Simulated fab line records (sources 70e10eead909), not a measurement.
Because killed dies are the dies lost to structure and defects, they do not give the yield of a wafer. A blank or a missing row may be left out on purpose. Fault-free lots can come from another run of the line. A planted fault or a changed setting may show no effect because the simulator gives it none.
Matching of chambers	flow nand harc	NHARC_P_M1_CMP_23 on cmp-01 has 4 sister chambers
The step polishes, t overpolish 20 s, target thk 157.82 nm. 20 wafers are shown with their chamber, then 10 later ones without.

== WAFERS WITH THEIR CHAMBER ==
wafer	chamber	motor current A (A)	time to endpoint s (s)	edge zone pressure frac
L074.1	2	12.1	31.4	0.995
L074.2	1	12.2	26.3	0.996
L074.3	0	11.6	29.3	0.990
L077.1	3	13.3	27.5	1.005
L077.3	0	12.1	30.7	1.002
L077.6	0	12.1	30.2	0.998
L078.1	1	11.8	26.5	0.998
L078.3	2	11.8	29.3	1.001
L078.6	1	12.3	24.8	0.997
L083.1	1	12.1	27.0	0.995
L083.3	3	13.5	29.2	0.997
L083.4	0	11.5	33.3	1.000
L086.3	2	12.2	26.3	1.012
L086.4	0	11.6	29.7	0.998
L086.6	2	12.5	27.1	1.013
L087.4	2	12.0	27.5	1.006
L087.5	0	12.1	27.8	0.998
L087.6	1	11.7	26.0	1.000
L088.1	3	13.4	23.9	0.993
L088.2	1	11.8	25.0	1.006

SIGNATURES, as means of the wafers listed above
reading	chamber 0	chamber 1	chamber 2	chamber 3	scatter within a chamber
motor current A	11.833	11.983	12.120	13.400	0.254
time to endpoint s	30.167	25.933	28.320	26.867	1.8
edge zone pressure frac	0.99767	0.99867	1.00540	0.99833	0.0054
Rule: a wafer's distance from a chamber is the root of the sum, over the readings, of the square of ((its reading less the chamber's mean) divided by the reading's scatter). The wafer belongs to the nearest chamber; if the next one is less than 2 further off, it can't be placed. The scatter is the square root of a quotient: the sum, over the shown wafers, of each reading's squared deviation from its chamber's mean, divided by wafers minus chambers.

== WAFERS MISSING THEIR CHAMBER ==
wafer	motor current A (A)	time to endpoint s (s)	edge zone pressure frac
L088.4	12.0	25.8	0.999
L092.2	13.0	27.9	1.000
L092.5	11.8	27.3	1.007
L092.6	12.2	29.9	1.008
L093.2	12.7	26.2	1.003
L093.3	12.1	27.7	1.000
L093.6	12.7	25.3	1.002
L094.2	13.4	28.3	1.001
L094.3	12.0	31.3	0.999
L094.5	11.6	30.8	0.989

== EACH ONE'S CHAMBER ==
wafer	from the rows above	in truth
L088.4	can't be placed: 1 or 2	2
L092.2	can't be placed: 3 or 2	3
L092.5	can't be placed: 2 or 1 or 0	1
L092.6	can't be placed: 2 or 0 or 1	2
L093.2	can't be placed: 2 or 3 or 1 or 0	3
L093.3	can't be placed: 2 or 1 or 0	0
L093.6	can't be placed: 2 or 1 or 3 or 0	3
L094.2	3	3
L094.3	can't be placed: 0 or 2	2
L094.5	can't be placed: 0 or 1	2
1 of 10 placed correctly. Unplaceable from these rows: 9, with the true chamber sitting among the candidates in 8. Wrongly placed: 0.
